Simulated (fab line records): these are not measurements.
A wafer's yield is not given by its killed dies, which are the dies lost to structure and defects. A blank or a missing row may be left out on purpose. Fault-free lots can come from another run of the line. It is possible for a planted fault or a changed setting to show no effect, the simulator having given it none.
fab line records / flow nandHarc
[record] lots = 14 wafers = 42 lastDay = 22
route steps=1159 shown A_BONDPAD@1083
lots with no fault: from the same line, run without faults
startH: the number of hours between the record's first day and the start of the first shown wafer of the lot / waitH: hours elapsed since this lot's preceding step / " repeats the value in the row above / L1.1+2: a single row standing in for several wafers / - no value present, or no start provided / * or withheld: withheld / < > ~ a bound
route shown NAME@n: names a module that has steps shown in the file, with the first one's number in the route / usual: mean/standard deviation taken from wafers without a fault / same: alike in all rows / chamber/n: place in a boat / sites: each site's reading / _std_site: the standard deviation of these / _edge_site: inner sites' mean taken away from outer sites' mean / radiusMm: for every site, how far away it sits from the centre of the wafer / mask NAME#n: copy n / behind: tool/chamber where the wafer was last shaped / hold: what put the lot on hold/how long, in hours/how the hold closed / device: the n, p or np transistor that did not switch / end of line: tests run on the same wafers once the route is complete / a step given without rows: its recipe and nothing more / killed: at the first sort, the dies lost to defects and structure; wafer yield is something else / map: shows each die of a wafer: x if killed, . if not, _ if none is there
set.NAME: the run value of the setting; set.NAME@STEP: its run value at that earlier step / model.NAME: the simulator's own value behind a step, which no gauge read
steps of the route over a sample of lots; a table a step, a row a wafer
services: from which hour (startH, from the record's first day; less than 0 if before it) a tool's chamber was out of use, for how many hours, and why
[[steps]]
[step NHARC_A_BONDPAD_PRE_CLEAN_26]
[recipe] timeS = 30 tempC = 280 gas = H2/He
[usual] heaterPowerW = 422/30
lot.wafer=L149.2 tool=pvdSputter-01 chamber=- startH=- waitH=- heaterPowerW=362
lot.wafer=L149.4 tool=pvdSputter-01 chamber=- startH=- waitH=- heaterPowerW=411
lot.wafer=L149.5 tool=pvdSputter-01 chamber=- startH=- waitH=- heaterPowerW=370
lot.wafer=L151.2 tool=pvdSputter-03 chamber=- startH=- waitH=- heaterPowerW=405
lot.wafer=L151.4 tool=pvdSputter-03 chamber=- startH=- waitH=- heaterPowerW=402
lot.wafer=L151.5 tool=pvdSputter-03 chamber=- startH=- waitH=- heaterPowerW=404
lot.wafer=L153.3 tool=pvdSputter-01 chamber=- startH=- waitH=- heaterPowerW=428
lot.wafer=L153.4 tool=pvdSputter-01 chamber=- startH=- waitH=- heaterPowerW=427
lot.wafer=L153.5 tool=pvdSputter-01 chamber=- startH=- waitH=- heaterPowerW=416
lot.wafer=L152.1 tool=pvdSputter-01 chamber=- startH=- waitH=- heaterPowerW=424
lot.wafer=L152.4 tool=pvdSputter-01 chamber=- startH=- waitH=- heaterPowerW=406
lot.wafer=L152.2 tool=pvdSputter-01 chamber=- startH=- waitH=- heaterPowerW=368
lot.wafer=L155.4 tool=pvdSputter-02 chamber=- startH=- waitH=- heaterPowerW=481
lot.wafer=L155.3 tool=pvdSputter-02 chamber=- startH=- waitH=- heaterPowerW=425
lot.wafer=L155.5 tool=pvdSputter-02 chamber=- startH=- waitH=- heaterPowerW=485
lot.wafer=L156.3 tool=pvdSputter-02 chamber=- startH=- waitH=- heaterPowerW=404
lot.wafer=L156.2 tool=pvdSputter-02 chamber=- startH=- waitH=- heaterPowerW=476
lot.wafer=L156.6 tool=pvdSputter-02 chamber=- startH=- waitH=- heaterPowerW=414
lot.wafer=L158.3 tool=pvdSputter-01 chamber=- startH=- waitH=- heaterPowerW=358
lot.wafer=L158.1 tool=pvdSputter-01 chamber=- startH=- waitH=- heaterPowerW=430
lot.wafer=L158.5 tool=pvdSputter-01 chamber=- startH=- waitH=- heaterPowerW=417
lot.wafer=L157.3 tool=pvdSputter-01 chamber=- startH=- waitH=- heaterPowerW=368
lot.wafer=L157.4 tool=pvdSputter-01 chamber=- startH=- waitH=- heaterPowerW=431
lot.wafer=L157.6 tool=pvdSputter-01 chamber=- startH=- waitH=- heaterPowerW=428
lot.wafer=L159.1 tool=pvdSputter-01 chamber=- startH=- waitH=- heaterPowerW=424
lot.wafer=L159.3 tool=pvdSputter-01 chamber=- startH=- waitH=- heaterPowerW=371
lot.wafer=L159.6 tool=pvdSputter-01 chamber=- startH=- waitH=- heaterPowerW=420
lot.wafer=L160.3 tool=pvdSputter-01 chamber=- startH=- waitH=- heaterPowerW=430
lot.wafer=L160.4 tool=pvdSputter-01 chamber=- startH=- waitH=- heaterPowerW=395
lot.wafer=L160.5 tool=pvdSputter-01 chamber=- startH=- waitH=- heaterPowerW=425
lot.wafer=L161.2 tool=pvdSputter-01 chamber=- startH=- waitH=- heaterPowerW=439
lot.wafer=L161.4 tool=pvdSputter-01 chamber=- startH=- waitH=- heaterPowerW=411
lot.wafer=L161.6 tool=pvdSputter-01 chamber=- startH=- waitH=- heaterPowerW=438
lot.wafer=L162.2 tool=pvdSputter-03 chamber=- startH=- waitH=- heaterPowerW=432
lot.wafer=L162.5 tool=pvdSputter-03 chamber=- startH=- waitH=- heaterPowerW=447
lot.wafer=L162.6 tool=pvdSputter-03 chamber=- startH=- waitH=- heaterPowerW=427
lot.wafer=L163.4 tool=pvdSputter-02 chamber=- startH=- waitH=- heaterPowerW=416
lot.wafer=L163.1 tool=pvdSputter-02 chamber=- startH=- waitH=- heaterPowerW=421
lot.wafer=L163.5 tool=pvdSputter-02 chamber=- startH=- waitH=- heaterPowerW=399
lot.wafer=L165.1 tool=pvdSputter-02 chamber=- startH=- waitH=- heaterPowerW=421
lot.wafer=L165.2 tool=pvdSputter-02 chamber=- startH=- waitH=- heaterPowerW=420
lot.wafer=L165.6 tool=pvdSputter-02 chamber=- startH=- waitH=- heaterPowerW=443
[step NHARC_A_BONDPAD_PVD_17]
[recipe] targetThkA = 50 biasV = 168.6 powerW = 15000 chamberPressurePa = 0.12 timeS = 8.06 substrateTempC = 50 material = TaN
[usual] biasV = 168.7/1.5 cathodeDcPowerW = 15000/2.7 throttleValvePct = 30.0/0.8
lot.wafer=L149.2 tool=pvdSputter-01 chamber=- startH=418.23 waitH=- biasV=170.4 cathodeDcPowerW=15000 throttleValvePct=29.7
lot.wafer=L149.4 tool=pvdSputter-01 chamber=- startH=418.23 waitH=- biasV=171.2 cathodeDcPowerW=15003 throttleValvePct=30.0
lot.wafer=L149.5 tool=pvdSputter-01 chamber=- startH=418.23 waitH=- biasV=169.9 cathodeDcPowerW=15000 throttleValvePct=29.6
lot.wafer=L151.2 tool=pvdSputter-03 chamber=- startH=430.36 waitH=- biasV=167.9 cathodeDcPowerW=15002 throttleValvePct=32.1
lot.wafer=L151.4 tool=pvdSputter-03 chamber=- startH=430.36 waitH=- biasV=169.3 cathodeDcPowerW=15001 throttleValvePct=30.0
lot.wafer=L151.5 tool=pvdSputter-03 chamber=- startH=430.36 waitH=- biasV=167.9 cathodeDcPowerW=15003 throttleValvePct=32.0
lot.wafer=L153.4 tool=pvdSputter-01 chamber=- startH=430.74 waitH=- biasV=169.1 cathodeDcPowerW=15006 throttleValvePct=28.8
lot.wafer=L153.3 tool=pvdSputter-01 chamber=- startH=430.74 waitH=- biasV=169.0 cathodeDcPowerW=15001 throttleValvePct=29.9
lot.wafer=L153.5 tool=pvdSputter-01 chamber=- startH=430.74 waitH=- biasV=168.7 cathodeDcPowerW=15001 throttleValvePct=30.0
lot.wafer=L152.2 tool=pvdSputter-01 chamber=- startH=439.88 waitH=- biasV=168.6 cathodeDcPowerW=15003 throttleValvePct=29.8
lot.wafer=L152.4 tool=pvdSputter-01 chamber=- startH=439.88 waitH=- biasV=169.1 cathodeDcPowerW=15002 throttleValvePct=29.0
lot.wafer=L152.1 tool=pvdSputter-01 chamber=- startH=439.88 waitH=- biasV=170.3 cathodeDcPowerW=15001 throttleValvePct=30.0
lot.wafer=L155.3 tool=pvdSputter-02 chamber=- startH=444.82 waitH=- biasV=168.0 cathodeDcPowerW=14999 throttleValvePct=31.0
lot.wafer=L155.4 tool=pvdSputter-02 chamber=- startH=444.82 waitH=- biasV=170.7 cathodeDcPowerW=15001 throttleValvePct=28.3
lot.wafer=L155.5 tool=pvdSputter-02 chamber=- startH=444.82 waitH=- biasV=168.8 cathodeDcPowerW=15000 throttleValvePct=30.8
lot.wafer=L156.3 tool=pvdSputter-02 chamber=- startH=445.87 waitH=- biasV=169.2 cathodeDcPowerW=14999 throttleValvePct=30.2
lot.wafer=L156.2 tool=pvdSputter-02 chamber=- startH=445.87 waitH=- biasV=170.3 cathodeDcPowerW=15000 throttleValvePct=28.4
lot.wafer=L156.6 tool=pvdSputter-02 chamber=- startH=445.87 waitH=- biasV=171.0 cathodeDcPowerW=15002 throttleValvePct=30.2
lot.wafer=L158.3 tool=pvdSputter-01 chamber=- startH=466.18 waitH=- biasV=169.0 cathodeDcPowerW=15000 throttleValvePct=29.8
lot.wafer=L158.1 tool=pvdSputter-01 chamber=- startH=466.18 waitH=- biasV=167.2 cathodeDcPowerW=15000 throttleValvePct=29.6
lot.wafer=L158.5 tool=pvdSputter-01 chamber=- startH=466.18 waitH=- biasV=167.7 cathodeDcPowerW=14999 throttleValvePct=29.2
lot.wafer=L157.4 tool=pvdSputter-01 chamber=- startH=466.98 waitH=- biasV=170.3 cathodeDcPowerW=15002 throttleValvePct=29.9
lot.wafer=L157.3 tool=pvdSputter-01 chamber=- startH=466.98 waitH=- biasV=170.1 cathodeDcPowerW=15000 throttleValvePct=29.8
lot.wafer=L157.6 tool=pvdSputter-01 chamber=- startH=466.98 waitH=- biasV=169.4 cathodeDcPowerW=15001 throttleValvePct=30.2
lot.wafer=L159.1 tool=pvdSputter-01 chamber=- startH=471.27 waitH=- biasV=170.0 cathodeDcPowerW=15000 throttleValvePct=29.0
lot.wafer=L159.3 tool=pvdSputter-01 chamber=- startH=471.27 waitH=- biasV=167.4 cathodeDcPowerW=15004 throttleValvePct=30.2
lot.wafer=L159.6 tool=pvdSputter-01 chamber=- startH=471.27 waitH=- biasV=170.4 cathodeDcPowerW=14998 throttleValvePct=29.6
lot.wafer=L160.3 tool=pvdSputter-01 chamber=- startH=474.37 waitH=- biasV=167.6 cathodeDcPowerW=14997 throttleValvePct=30.0
lot.wafer=L160.4 tool=pvdSputter-01 chamber=- startH=474.37 waitH=- biasV=167.3 cathodeDcPowerW=15005 throttleValvePct=29.2
lot.wafer=L160.5 tool=pvdSputter-01 chamber=- startH=474.37 waitH=- biasV=169.2 cathodeDcPowerW=14999 throttleValvePct=30.1
lot.wafer=L161.4 tool=pvdSputter-01 chamber=- startH=478.43 waitH=- biasV=168.2 cathodeDcPowerW=14999 throttleValvePct=29.6
lot.wafer=L161.2 tool=pvdSputter-01 chamber=- startH=478.43 waitH=- biasV=167.3 cathodeDcPowerW=15001 throttleValvePct=30.2
lot.wafer=L161.6 tool=pvdSputter-01 chamber=- startH=478.43 waitH=- biasV=166.9 cathodeDcPowerW=14995 throttleValvePct=29.0
lot.wafer=L162.2 tool=pvdSputter-03 chamber=- startH=485.73 waitH=- biasV=168.5 cathodeDcPowerW=14997 throttleValvePct=30.5
lot.wafer=L162.6 tool=pvdSputter-03 chamber=- startH=485.73 waitH=- biasV=169.1 cathodeDcPowerW=15004 throttleValvePct=30.2
lot.wafer=L162.5 tool=pvdSputter-03 chamber=- startH=485.73 waitH=- biasV=168.0 cathodeDcPowerW=15001 throttleValvePct=29.5
lot.wafer=L163.4 tool=pvdSputter-02 chamber=- startH=486.46 waitH=- biasV=- cathodeDcPowerW=- throttleValvePct=-
lot.wafer=L163.1 tool=pvdSputter-02 chamber=- startH=486.46 waitH=- biasV=- cathodeDcPowerW=- throttleValvePct=-
lot.wafer=L163.5 tool=pvdSputter-02 chamber=- startH=486.46 waitH=- biasV=- cathodeDcPowerW=- throttleValvePct=-
lot.wafer=L165.2 tool=pvdSputter-02 chamber=- startH=503.16 waitH=- biasV=- cathodeDcPowerW=- throttleValvePct=-
lot.wafer=L165.1 tool=pvdSputter-02 chamber=- startH=503.16 waitH=- biasV=- cathodeDcPowerW=- throttleValvePct=-
lot.wafer=L165.6 tool=pvdSputter-02 chamber=- startH=503.16 waitH=- biasV=- cathodeDcPowerW=- throttleValvePct=-
[step NHARC_A_BONDPAD_ANNEAL_28]
[recipe] tempC = 225 timeS = 90
[usual] wafer_temp_C_max = 226.3/0.37
lot.wafer=L149.2 tool=rtpAnneal-02 chamber=0 startH=418.92 waitH=0.3 wafer_temp_C_max=226.3
lot.wafer=L149.4 tool=rtpAnneal-02 chamber=0 startH=418.92 waitH=0.3 wafer_temp_C_max=226.1
lot.wafer=L149.5 tool=rtpAnneal-02 chamber=0 startH=418.92 waitH=0.3 wafer_temp_C_max=226.2
lot.wafer=L151.2 tool=rtpAnneal-01 chamber=0 startH=431.03 waitH=- wafer_temp_C_max=227.5
lot.wafer=L151.4 tool=rtpAnneal-01 chamber=0 startH=431.03 waitH=- wafer_temp_C_max=226.4
lot.wafer=L151.5 tool=rtpAnneal-01 chamber=0 startH=431.03 waitH=- wafer_temp_C_max=226.6
lot.wafer=L153.3 tool=rtpAnneal-02 chamber=0 startH=431.53 waitH=- wafer_temp_C_max=225.7
lot.wafer=L153.4 tool=rtpAnneal-02 chamber=0 startH=431.53 waitH=- wafer_temp_C_max=225.4
lot.wafer=L153.5 tool=rtpAnneal-02 chamber=0 startH=431.53 waitH=- wafer_temp_C_max=225.8
lot.wafer=L152.1 tool=rtpAnneal-01 chamber=0 startH=440.52 waitH=- wafer_temp_C_max=226.8
lot.wafer=L152.2 tool=rtpAnneal-01 chamber=0 startH=440.52 waitH=- wafer_temp_C_max=226.0
lot.wafer=L152.4 tool=rtpAnneal-01 chamber=0 startH=440.52 waitH=- wafer_temp_C_max=227.0
lot.wafer=L155.3 tool=rtpAnneal-02 chamber=0 startH=445.59 waitH=0.3 wafer_temp_C_max=226.3
lot.wafer=L155.4 tool=rtpAnneal-02 chamber=0 startH=445.59 waitH=0.3 wafer_temp_C_max=226.3
lot.wafer=L155.5 tool=rtpAnneal-02 chamber=0 startH=445.59 waitH=0.3 wafer_temp_C_max=226.2
lot.wafer=L156.2 tool=rtpAnneal-02 chamber=0 startH=446.54 waitH=- wafer_temp_C_max=226.3
lot.wafer=L156.3 tool=rtpAnneal-02 chamber=0 startH=446.54 waitH=- wafer_temp_C_max=226.0
lot.wafer=L156.6 tool=rtpAnneal-02 chamber=0 startH=446.54 waitH=- wafer_temp_C_max=226.1
lot.wafer=L158.1 tool=rtpAnneal-01 chamber=0 startH=466.97 waitH=0.4 wafer_temp_C_max=226.1
lot.wafer=L158.3 tool=rtpAnneal-01 chamber=0 startH=466.97 waitH=0.4 wafer_temp_C_max=226.3
lot.wafer=L158.5 tool=rtpAnneal-01 chamber=0 startH=466.97 waitH=0.4 wafer_temp_C_max=226.4
lot.wafer=L157.3 tool=rtpAnneal-02 chamber=0 startH=467.82 waitH=- wafer_temp_C_max=226.1
lot.wafer=L157.4 tool=rtpAnneal-02 chamber=0 startH=467.82 waitH=- wafer_temp_C_max=225.7
lot.wafer=L157.6 tool=rtpAnneal-02 chamber=0 startH=467.82 waitH=- wafer_temp_C_max=226.0
lot.wafer=L159.1 tool=rtpAnneal-02 chamber=0 startH=471.90 waitH=0.3 wafer_temp_C_max=226.5
lot.wafer=L159.3 tool=rtpAnneal-02 chamber=0 startH=471.90 waitH=0.3 wafer_temp_C_max=226.3
lot.wafer=L159.6 tool=rtpAnneal-02 chamber=0 startH=471.90 waitH=0.3 wafer_temp_C_max=225.9
lot.wafer=L160.3 tool=rtpAnneal-01 chamber=0 startH=475.10 waitH=- wafer_temp_C_max=226.6
lot.wafer=L160.4 tool=rtpAnneal-01 chamber=0 startH=475.10 waitH=- wafer_temp_C_max=226.1
lot.wafer=L160.5 tool=rtpAnneal-01 chamber=0 startH=475.10 waitH=- wafer_temp_C_max=226.6
lot.wafer=L161.2 tool=rtpAnneal-02 chamber=0 startH=479.10 waitH=- wafer_temp_C_max=226.0
lot.wafer=L161.4 tool=rtpAnneal-02 chamber=0 startH=479.10 waitH=- wafer_temp_C_max=225.6
lot.wafer=L161.6 tool=rtpAnneal-02 chamber=0 startH=479.10 waitH=- wafer_temp_C_max=226.0
lot.wafer=L162.2 tool=rtpAnneal-02 chamber=0 startH=486.41 waitH=- wafer_temp_C_max=226.4
lot.wafer=L162.5 tool=rtpAnneal-02 chamber=0 startH=486.41 waitH=- wafer_temp_C_max=226.0
lot.wafer=L162.6 tool=rtpAnneal-02 chamber=0 startH=486.41 waitH=- wafer_temp_C_max=226.2
lot.wafer=L163.1 tool=rtpAnneal-02 chamber=0 startH=487.71 waitH=- wafer_temp_C_max=226.1
lot.wafer=L163.4 tool=rtpAnneal-02 chamber=0 startH=487.71 waitH=- wafer_temp_C_max=226.4
lot.wafer=L163.5 tool=rtpAnneal-02 chamber=0 startH=487.71 waitH=- wafer_temp_C_max=226.2
lot.wafer=L165.1 tool=rtpAnneal-01 chamber=0 startH=503.79 waitH=- wafer_temp_C_max=227.0
lot.wafer=L165.2 tool=rtpAnneal-01 chamber=0 startH=503.79 waitH=- wafer_temp_C_max=225.9
lot.wafer=L165.6 tool=rtpAnneal-01 chamber=0 startH=503.79 waitH=- wafer_temp_C_max=226.9
[step NHARC_A_BONDPAD_CMP_19]
[recipe] tOverpolishS = 30 cuRecessTouchS = 16 targetThkNm = 169.8
[usual] motorCurrentA = 12.0/1.3 overpolishRunS = 29.999/0.0085
lot.wafer=L149.4 tool=cmp-01 chamber=1 startH=419.22 waitH=- motorCurrentA=12.2 overpolishRunS=29.998
lot.wafer=L149.2 tool=cmp-01 chamber=2 startH=419.22 waitH=- motorCurrentA=11.3 overpolishRunS=30.013
lot.wafer=L149.5 tool=cmp-01 chamber=2 startH=419.22 waitH=- motorCurrentA=11.7 overpolishRunS=30.018
lot.wafer=L151.4 tool=cmp-03 chamber=0 startH=431.35 waitH=- motorCurrentA=13.6 overpolishRunS=30.000
lot.wafer=L151.2 tool=cmp-03 chamber=2 startH=431.35 waitH=- motorCurrentA=10.9 overpolishRunS=29.993
lot.wafer=L151.5 tool=cmp-03 chamber=3 startH=431.35 waitH=- motorCurrentA=11.3 overpolishRunS=30.002
lot.wafer=L153.4 tool=cmp-04 chamber=0 startH=431.80 waitH=- motorCurrentA=14.3 overpolishRunS=29.999
lot.wafer=L153.3 tool=cmp-04 chamber=1 startH=431.80 waitH=- motorCurrentA=9.4 overpolishRunS=29.995
lot.wafer=L153.5 tool=cmp-04 chamber=3 startH=431.80 waitH=- motorCurrentA=12.0 overpolishRunS=30.002
lot.wafer=L152.4 tool=cmp-03 chamber=1 startH=440.87 waitH=- motorCurrentA=12.1 overpolishRunS=30.002
lot.wafer=L152.2 tool=cmp-03 chamber=2 startH=440.87 waitH=- motorCurrentA=11.1 overpolishRunS=30.004
lot.wafer=L152.1 tool=cmp-03 chamber=0 startH=440.87 waitH=- motorCurrentA=13.7 overpolishRunS=29.989
lot.wafer=L155.3 tool=cmp-03 chamber=0 startH=445.89 waitH=- motorCurrentA=13.7 overpolishRunS=30.001
lot.wafer=L155.4 tool=cmp-03 chamber=1 startH=445.89 waitH=- motorCurrentA=12.1 overpolishRunS=30.002
lot.wafer=L155.5 tool=cmp-03 chamber=3 startH=445.89 waitH=- motorCurrentA=10.5 overpolishRunS=30.004
lot.wafer=L156.2 tool=cmp-01 chamber=2 startH=446.89 waitH=- motorCurrentA=11.5 overpolishRunS=29.995
lot.wafer=L156.3 tool=cmp-01 chamber=3 startH=446.89 waitH=- motorCurrentA=11.3 overpolishRunS=29.997
lot.wafer=L156.6 tool=cmp-01 chamber=1 startH=446.89 waitH=- motorCurrentA=12.1 overpolishRunS=30.015
lot.wafer=L158.3 tool=cmp-04 chamber=2 startH=467.34 waitH=- motorCurrentA=13.1 overpolishRunS=29.990
lot.wafer=L158.1 tool=cmp-04 chamber=0 startH=467.34 waitH=- motorCurrentA=14.6 overpolishRunS=30.008
lot.wafer=L158.5 tool=cmp-04 chamber=1 startH=467.34 waitH=- motorCurrentA=9.6 overpolishRunS=29.992
lot.wafer=L157.3 tool=cmp-03 chamber=1 startH=468.06 waitH=- motorCurrentA=11.6 overpolishRunS=30.008
lot.wafer=L157.4 tool=cmp-03 chamber=2 startH=468.06 waitH=- motorCurrentA=11.5 overpolishRunS=29.986
lot.wafer=L157.6 tool=cmp-03 chamber=2 startH=468.06 waitH=- motorCurrentA=11.2 overpolishRunS=30.000
lot.wafer=L159.1 tool=cmp-04 chamber=3 startH=472.27 waitH=- motorCurrentA=12.3 overpolishRunS=29.999
lot.wafer=L159.3 tool=cmp-04 chamber=0 startH=472.27 waitH=- motorCurrentA=14.0 overpolishRunS=29.986
lot.wafer=L159.6 tool=cmp-04 chamber=3 startH=472.27 waitH=- motorCurrentA=11.6 overpolishRunS=29.993
lot.wafer=L160.4 tool=cmp-03 chamber=3 startH=475.37 waitH=- motorCurrentA=11.3 overpolishRunS=30.001
lot.wafer=L160.3 tool=cmp-03 chamber=0 startH=475.37 waitH=- motorCurrentA=13.4 overpolishRunS=30.024
lot.wafer=L160.5 tool=cmp-03 chamber=2 startH=475.37 waitH=- motorCurrentA=10.1 overpolishRunS=30.002
lot.wafer=L161.4 tool=cmp-04 chamber=2 startH=479.46 waitH=- motorCurrentA=12.6 overpolishRunS=30.001
lot.wafer=L161.2 tool=cmp-04 chamber=3 startH=479.46 waitH=- motorCurrentA=12.0 overpolishRunS=29.992
lot.wafer=L161.6 tool=cmp-04 chamber=1 startH=479.46 waitH=- motorCurrentA=9.6 overpolishRunS=30.001
lot.wafer=L162.2 tool=cmp-04 chamber=2 startH=486.79 waitH=- motorCurrentA=12.9 overpolishRunS=29.994
lot.wafer=L162.5 tool=cmp-04 chamber=3 startH=486.79 waitH=- motorCurrentA=12.2 overpolishRunS=29.988
lot.wafer=L162.6 tool=cmp-04 chamber=0 startH=486.79 waitH=- motorCurrentA=14.5 overpolishRunS=29.989
lot.wafer=L163.4 tool=cmp-03 chamber=0 startH=488.06 waitH=- motorCurrentA=13.6 overpolishRunS=30.008
lot.wafer=L163.1 tool=cmp-03 chamber=3 startH=488.06 waitH=- motorCurrentA=11.1 overpolishRunS=30.006
lot.wafer=L163.5 tool=cmp-03 chamber=1 startH=488.06 waitH=- motorCurrentA=12.3 overpolishRunS=30.000
lot.wafer=L165.2 tool=cmp-01 chamber=3 startH=504.13 waitH=- motorCurrentA=11.1 overpolishRunS=29.996
lot.wafer=L165.1 tool=cmp-01 chamber=2 startH=504.13 waitH=- motorCurrentA=11.0 overpolishRunS=29.993
lot.wafer=L165.6 tool=cmp-01 chamber=0 startH=504.13 waitH=- motorCurrentA=10.6 overpolishRunS=30.012
[[services]]
tool=cmp-03 chamber=- startH=395.85 hours=4.0 kind=pm
tool=cmp-04 chamber=- startH=398.44 hours=1.2 kind=repair
tool=cmp-03 chamber=- startH=399.85 hours=- kind=consumableReplace:conditioner
tool=cmp-03 chamber=- startH=399.85 hours=- kind=consumableReplace:pad
tool=cmp-04 chamber=- startH=401.00 hours=4.0 kind=pm
tool=cmp-04 chamber=- startH=405.00 hours=- kind=consumableReplace:conditioner
tool=cmp-04 chamber=- startH=405.00 hours=- kind=consumableReplace:pad
tool=cmp-01 chamber=- startH=440.48 hours=1.1 kind=repair
tool=pvdSputter-03 chamber=- startH=442.30 hours=5.5 kind=repair
tool=pvdSputter-03 chamber=- startH=458.00 hours=10.0 kind=pm
tool=cmp-01 chamber=- startH=473.65 hours=4.0 kind=pm
tool=cmp-01 chamber=- startH=477.65 hours=- kind=consumableReplace:conditioner
tool=cmp-01 chamber=- startH=477.65 hours=- kind=consumableReplace:pad
tool=cmp-03 chamber=- startH=493.85 hours=4.0 kind=pm
tool=cmp-03 chamber=- startH=497.85 hours=- kind=consumableReplace:conditioner
tool=cmp-03 chamber=- startH=497.85 hours=- kind=consumableReplace:pad
tool=cmp-04 chamber=- startH=499.00 hours=4.0 kind=pm
tool=cmp-04 chamber=- startH=503.00 hours=- kind=consumableReplace:conditioner
tool=cmp-04 chamber=- startH=503.00 hours=- kind=consumableReplace:pad
[[key]]
[firstSign] step = NHARC_A_BONDPAD_PVD_17 reading = toolRecord direction = missing
effect none on later readings
metAt NHARC_A_BONDPAD_PVD_17
struckLots L163,L165
laterRowsLeftOut L163.1,L163.4,L163.5,L165.1,L165.2,L165.6
sortLeftOut L163.1,L163.4,L163.5,L165.1,L165.2,L165.6
notActingAt NHARC_A_BONDPAD_PRE_CLEAN_26,NHARC_A_BONDPAD_ANNEAL_28,NHARC_A_BONDPAD_CMP_19
onsetBetween 445.87 486.46
[fault] kind = skippedStepWhole tool = pvdSputter-02 chamber = - onsetH = 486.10 steps = NHARC_A_BONDPAD_PVD_17 scope = struckLotsOnly
// sortLeftOut: the simulated sort isn't trusted on such a fault, so these wafers' sort isn't shown, and their yield isn't known
// laterRowsLeftOut: the simulator's readings of these wafers behind a module that went badly wrong aren't trusted and aren't shown, but for the sort
